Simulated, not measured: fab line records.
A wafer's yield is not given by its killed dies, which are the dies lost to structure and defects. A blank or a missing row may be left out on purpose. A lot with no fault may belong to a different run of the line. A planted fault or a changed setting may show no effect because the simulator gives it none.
Matching of chambers | flow nandHarc | 4 sister chambers for NHARC_A_STAIRCASE_TRIM_226 on rieDiel-04
The step chemistry O2, time 211.2 s. 4 wafers are shown with their chamber, then 7 later ones without.

== WAFERS, EACH WITH ITS CHAMBER ==
wafer  | chamber | showerheadPlenumPTorr (Torr)
L570.2 | 3       | 3.65
L570.4 | 0       | 3.32
L572.1 | 1       | 3.40
L572.3 | 2       | 3.45

== WAFERS MISSING THEIR CHAMBER ==
wafer  | showerheadPlenumPTorr (Torr)
L572.5 | 3.40
L578.4 | 3.44
L578.5 | 3.44
L578.6 | 3.39
L584.2 | 3.43
L584.3 | 3.39
L584.6 | 3.31

== WHICH CHAMBER EACH ONE RAN IN ==
wafer  | from the rows above     | in truth
L572.5 | 1                       | 1
L578.4 | 2                       | 2
L578.5 | 2                       | 2
L578.6 | 1                       | 1
L584.2 | can't be placed: 2 or 1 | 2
L584.3 | 1                       | 1
L584.6 | 0                       | 0
Placed correctly: 6 of 7. From these rows, 1 cannot be placed; in 1 the true chamber is one of the candidates. 0 placed wrongly.
How it was worked out, from the rows above alone: a wafer's distance from a chamber is the root of the sum, over the readings, of the square of ((its reading less the chamber's mean) divided by the reading's scatter). If the next closest chamber is less than 2 further off than the closest, the wafer can't be placed; otherwise it belongs to the closest. The mean given for a chamber averages the wafers shown for that chamber. The scatter: with one shown wafer a chamber, the root of the mean of the squares of how far each hidden wafer lies from its nearest shown one.
